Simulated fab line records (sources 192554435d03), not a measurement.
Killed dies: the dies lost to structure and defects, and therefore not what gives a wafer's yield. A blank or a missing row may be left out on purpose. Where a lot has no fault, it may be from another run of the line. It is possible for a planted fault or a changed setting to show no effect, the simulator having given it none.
Chamber matching | flow n5_finfet | N5_BEOL_M5_STRIP_36 on rie_diel-04 has 4 sister chambers
The step strips in N2/H2. 4 wafers are shown with their chamber, then 9 later ones without.

WAFERS PAIRED WITH THEIR CHAMBERS
wafer  | chamber | showerhead_plenum_p_Torr (Torr)
L080.4 | 2       | 2.51
L086.2 | 0       | 2.50
L087.3 | 1       | 2.64
L087.5 | 3       | 2.40

WAFERS MISSING THEIR CHAMBER
wafer  | showerhead_plenum_p_Torr (Torr)
L090.1 | 2.50
L090.2 | 2.64
L090.6 | 2.50
L092.2 | 2.50
L092.4 | 2.64
L092.6 | 2.50
L096.1 | 2.49
L096.3 | 2.50
L096.5 | 2.64

THE CHAMBER EACH PASSED THROUGH
wafer  | from the rows above | in truth
L090.1 | 0                   | 0
L090.2 | 1                   | 1
L090.6 | 0                   | 0
L092.2 | 0                   | 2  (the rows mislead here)
L092.4 | 1                   | 1
L092.6 | 0                   | 0
L096.1 | 0                   | 0
L096.3 | 0                   | 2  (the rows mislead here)
L096.5 | 1                   | 1
Correct placement for 7 of the 9. Number that these rows cannot place: 0. 2 placed wrongly.
How it was worked out, from the rows above alone: a wafer's distance from a chamber is the root of the sum, over the readings, of the square of ((its reading less the chamber's mean) divided by the reading's scatter). If the next closest chamber is less than 2 further off than the closest, the wafer can't be placed; otherwise it belongs to the closest. Each chamber's mean is taken over the wafers shown for it. The scatter: root of mean squared gap, hidden wafer to nearest shown wafer, with one shown wafer a chamber.
